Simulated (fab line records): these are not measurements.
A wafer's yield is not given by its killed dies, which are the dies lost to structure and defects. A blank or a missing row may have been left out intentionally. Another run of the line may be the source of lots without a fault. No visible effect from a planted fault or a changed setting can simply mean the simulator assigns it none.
Chamber matching + flow nand_harc + rie_diel-04 running NHARC_A_CONTACT_DESCUM_47: 4 sister chambers
The step chemistry O2, time 3 s. 27 wafers are shown with their chamber, then 12 later ones without.

== WAFERS PAIRED WITH THEIR CHAMBERS ==
| wafer  | chamber | showerhead_plenum_p_Torr (Torr) | drypump_motor_current_A (A) | oes_product_au (a.u.) |
|--------|---------|---------------------------------|-----------------------------|-----------------------|
| L074.1 | 3       | 2.01                            | 5.4                         | 1.019                 |
| L074.5 | 2       | 1.97                            | 5.8                         | 1.021                 |
| L074.6 | 1       | 1.90                            | 5.0                         | 0.981                 |
| L076.4 | 1       | 1.90                            | 5.1                         | 0.960                 |
| L076.5 | 2       | 1.97                            | 5.8                         | 1.003                 |
| L076.6 | 1       | 1.90                            | 5.1                         | 0.962                 |
| L075.1 | 2       | 1.97                            | 5.8                         | 1.014                 |
| L075.3 | 0       | 1.89                            | 6.0                         | 1.022                 |
| L075.6 | 3       | 2.01                            | 5.5                         | 1.020                 |
| L078.1 | 0       | 1.89                            | 5.9                         | 1.009                 |
| L078.5 | 1       | 1.90                            | 5.0                         | 0.968                 |
| L078.6 | 0       | 1.89                            | 5.9                         | 1.011                 |
| L082.1 | 0       | 1.89                            | 6.0                         | 1.002                 |
| L082.4 | 1       | 1.90                            | 5.1                         | 0.986                 |
| L082.6 | 0       | 1.89                            | 5.9                         | 1.019                 |
| L084.2 | 0       | 1.89                            | 6.0                         | 1.004                 |
| L084.4 | 2       | 1.96                            | 5.7                         | 1.002                 |
| L084.6 | 1       | 1.90                            | 5.1                         | 0.973                 |
| L083.1 | 2       | 1.96                            | 5.8                         | 0.992                 |
| L083.2 | 3       | 2.01                            | 5.4                         | 1.000                 |
| L083.6 | 3       | 2.01                            | 5.4                         | 1.012                 |
| L087.1 | 1       | 1.90                            | 5.1                         | 0.978                 |
| L087.4 | 3       | 2.01                            | 5.5                         | 1.012                 |
| L087.6 | 1       | 1.90                            | 5.1                         | 0.992                 |
| L085.1 | 2       | 1.96                            | 5.8                         | 1.008                 |
| L085.2 | 3       | 2.00                            | 5.4                         | 1.012                 |
| L085.3 | 1       | 1.90                            | 5.1                         | 0.975                 |

SIGNATURES (means of the wafers above)
| reading                  | chamber 0 | chamber 1 | chamber 2 | chamber 3 | scatter within a chamber |
|--------------------------|-----------|-----------|-----------|-----------|--------------------------|
| showerhead_plenum_p_Torr | 1.8900    | 1.9000    | 1.9650    | 2.0083    | 0.00319                  |
| drypump_motor_current_A  | 5.950     | 5.078     | 5.783     | 5.433     | 0.0477                   |
| oes_product_au           | 1.01117   | 0.97500   | 1.00667   | 1.01250   | 0.0093                   |
Rule: for each reading, subtract the chamber's mean from the wafer's reading, divide by that reading's scatter and square the result; add these up over the readings and take the root, which gives the wafer's distance from the chamber. The wafer belongs to the nearest chamber; if the next one is less than 2 further off, it can't be placed. The scatter: the root of (the sum of the squares of (reading less its chamber's mean) over the shown wafers, divided by (wafers less chambers)).

== WAFERS WITH NO CHAMBER GIVEN ==
| wafer  | showerhead_plenum_p_Torr (Torr) | drypump_motor_current_A (A) | oes_product_au (a.u.) |
|--------|---------------------------------|-----------------------------|-----------------------|
| L088.2 | 1.96                            | 5.8                         | 1.009                 |
| L088.3 | 1.90                            | 5.1                         | 0.987                 |
| L088.6 | 1.96                            | 5.8                         | 1.012                 |
| L091.4 | 1.88                            | 6.0                         | 1.007                 |
| L091.5 | 1.90                            | 5.1                         | 0.984                 |
| L091.6 | 1.88                            | 5.9                         | 1.007                 |
| L090.1 | 1.89                            | 5.1                         | 0.987                 |
| L090.3 | 2.00                            | 5.4                         | 1.003                 |
| L090.6 | 1.89                            | 5.1                         | 0.966                 |
| L094.1 | 1.89                            | 5.1                         | 1.004                 |
| L094.2 | 1.96                            | 5.8                         | 1.010                 |
| L094.5 | 1.88                            | 6.0                         | 1.008                 |

== EACH ONE'S CHAMBER ==
| wafer  | from the rows above | in truth |
|--------|---------------------|----------|
| L088.2 | 2                   | 2        |
| L088.3 | 1                   | 1        |
| L088.6 | 2                   | 2        |
| L091.4 | 0                   | 0        |
| L091.5 | 1                   | 1        |
| L091.6 | 0                   | 0        |
| L090.1 | 1                   | 1        |
| L090.3 | 3                   | 3        |
| L090.6 | 1                   | 1        |
| L094.1 | 1                   | 1        |
| L094.2 | 2                   | 2        |
| L094.5 | 0                   | 0        |
Correctly placed: 12 of 12. Left unplaced by these rows: 0. Placed wrongly: 0.
